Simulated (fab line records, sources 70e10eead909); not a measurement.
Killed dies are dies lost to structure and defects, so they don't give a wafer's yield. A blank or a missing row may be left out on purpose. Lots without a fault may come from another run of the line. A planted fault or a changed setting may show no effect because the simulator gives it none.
Which tool did it? | flow nand_harc | 12 lots, 36 wafers sampled, at 6 steps of a route of 1302

WHAT THE GAUGES READ, wafer by wafer
NHARC_A_CONTACT_CD_MEAS_08: target cd 200 nm.
lot  | measured     | on        | cd_nm (nm)
L075 | day 22 21:54 | cd_sem-02 | 199.8 199.6 199.9
L078 | day 23 09:33 | cd_sem-01 | 199.4 199.8 199.9
L079 | day 25 02:35 | cd_sem-01 | 200.4 199.7 200.1
L082 | day 25 11:22 | cd_sem-01 | 199.6 199.4 199.6
L085 | day 26 23:31 | cd_sem-03 | 199.9 200.1 199.7
L084 | day 27 02:27 | cd_sem-03 | 199.9 200.4 200.1
L087 | day 28 00:29 | cd_sem-03 | 199.5 199.9 198.6
L088 | day 28 11:05 | cd_sem-02 | 200.5 199.9 200.3
L089 | day 29 03:06 | cd_sem-01 | 200.3 199.6 200.4
L093 | day 30 15:36 | cd_sem-02 | 199.5 199.2 199.5
L096 | day 31 04:34 | cd_sem-01 | 199.9 200.6 200.8
L097 | day 31 10:24 | cd_sem-03 | 200.5 199.7 200.3

WHICH TOOL RAN EACH LOT (tool, then ch and the chambers of the sampled wafers, then the start)
lot  | NHARC_A_CONTACT_ETCH_121             | NHARC_A_CONTACT_DEP_57        | NHARC_A_CONTACT_ETCH_75            | NHARC_A_CONTACT_ETCH_77                       | NHARC_A_CONTACT_ETCH_132
L075 | har_cap_etch-03 ch 0,1, day 22 07:30 | acl_dep-02 ch 0, day 22 10:00 | rie_diel-10 ch 0,1,3, day 22 14:13 | rie_diel-10 ch 1,2,3, day 22 17:08 or earlier | har_cap_etch-03 ch 0,1, day 22 17:08
L078 | har_cap_etch-02 ch 0,1, day 22 19:25 | acl_dep-02 ch 0, day 22 22:28 | rie_diel-10 ch 1,3, day 23 02:02   | rie_diel-10 ch 1,2,3, day 23 04:55 or earlier | har_cap_etch-01 ch 0,1, day 23 04:55
L079 | har_cap_etch-02 ch 0,1, day 24 07:06 | acl_dep-03 ch 0, day 24 15:59 | rie_diel-12 ch 0,1,3, day 24 19:04 | rie_diel-12 ch 0,1,3, day 24 22:01 or earlier | har_cap_etch-01 ch 0,1, day 24 22:01
L082 | har_cap_etch-03 ch 0,1, day 24 16:59 | acl_dep-01 ch 0, day 24 20:10 | rie_diel-12 ch 0,2,3, day 25 00:20 | rie_diel-12 ch 0,2,3, day 25 06:41 or earlier | har_cap_etch-03 ch 0,1, day 25 06:41
L085 | har_cap_etch-02 ch 0,1, day 26 05:12 | acl_dep-01 ch 0, day 26 11:20 | rie_diel-10 ch 2,3, day 26 14:23   | rie_diel-10 ch 0,1, day 26 17:21 or earlier   | har_cap_etch-01 ch 0,1, day 26 17:21
L084 | har_cap_etch-03 ch 0,1, day 26 10:31 | acl_dep-01 ch 0, day 26 14:33 | rie_diel-13 ch 2,3, day 26 17:42   | rie_diel-13 ch 0,1,2, day 26 20:38 or earlier | har_cap_etch-02 ch 0,1, day 26 20:38
L087 | har_cap_etch-03 ch 0,1, day 27 07:29 | acl_dep-03 ch 0, day 27 10:32 | rie_diel-13 ch 1,2, day 27 14:13   | rie_diel-13 ch 0,1,3, day 27 17:06 or earlier | har_cap_etch-02 ch 0,1, day 27 17:06
L088 | har_cap_etch-03 ch 0,1, day 27 17:41 | acl_dep-01 ch 0, day 28 00:30 | rie_diel-13 ch 1,2,3, day 28 03:12 | rie_diel-13 ch 0,1,2, day 28 06:20 or earlier | har_cap_etch-03 ch 0,1, day 28 06:20
L089 | har_cap_etch-02 ch 0,1, day 28 06:25 | acl_dep-03 ch 0, day 28 15:35 | rie_diel-13 ch 0,3, day 28 18:13   | rie_diel-13 ch 0,1,2, day 28 21:13 or earlier | har_cap_etch-02 ch 0,1, day 28 21:13
L093 | har_cap_etch-01 ch 0,1, day 29 20:28 | acl_dep-01 ch 0, day 30 00:29 | rie_diel-12 ch 0,1, day 30 04:43   | rie_diel-12 ch 0,1, day 30 07:45 or earlier   | har_cap_etch-02 ch 0,1, day 30 07:45
L096 | har_cap_etch-01 ch 0,1, day 30 09:29 | acl_dep-01 ch 0, day 30 16:31 | rie_diel-10 ch 0,2,3, day 30 20:05 | rie_diel-10 ch 0,1,2, day 30 22:58 or earlier | har_cap_etch-03 ch 0,1, day 30 22:58
L097 | har_cap_etch-03 ch 1, day 30 17:16   | acl_dep-01 ch 0, day 30 21:35 | rie_diel-10 ch 0,1,3, day 31 01:17 | rie_diel-10 ch 1,3, day 31 04:20 or earlier   | har_cap_etch-03 ch 0,1, day 31 04:20
- NHARC_A_CONTACT_ETCH_121: etches the open film in C4F8/O2/Ar, time 190 s, target depth 1850 nm.
- NHARC_A_CONTACT_DEP_57: deposits aC, target thk 5300 nm.
- NHARC_A_CONTACT_ETCH_75: etches the open film in CF4, target depth 39 nm, time 65 s.
- NHARC_A_CONTACT_ETCH_77: etches the open film in CF4/CHF3, target depth 108.9 nm, time 54.5 s.
- NHARC_A_CONTACT_ETCH_132: etches the open film in C4F8/O2/Ar, time 197 s, target depth 1924 nm.

THE ANSWER, worked out from the rows above alone
Rule: what is usual is taken from the lots themselves. Put in order of their means at a reading, lots are off if they are a third of the lots or fewer, leave a main group of 4 or more, and stand apart from it by a gap of 3 or more times the standard deviation of the main group's means; of several such gaps the widest counts. A main group whose means are all the same, to the digits that the tables above print for the reading, isn't used. A lot without any number at a reading at which 4 lots or more have one is off too. The other lots that the step has rows for count as sound.
No lot is off at any reading shown: from this, nothing can be told.

WHAT THE SIMULATOR HAD PUT IN
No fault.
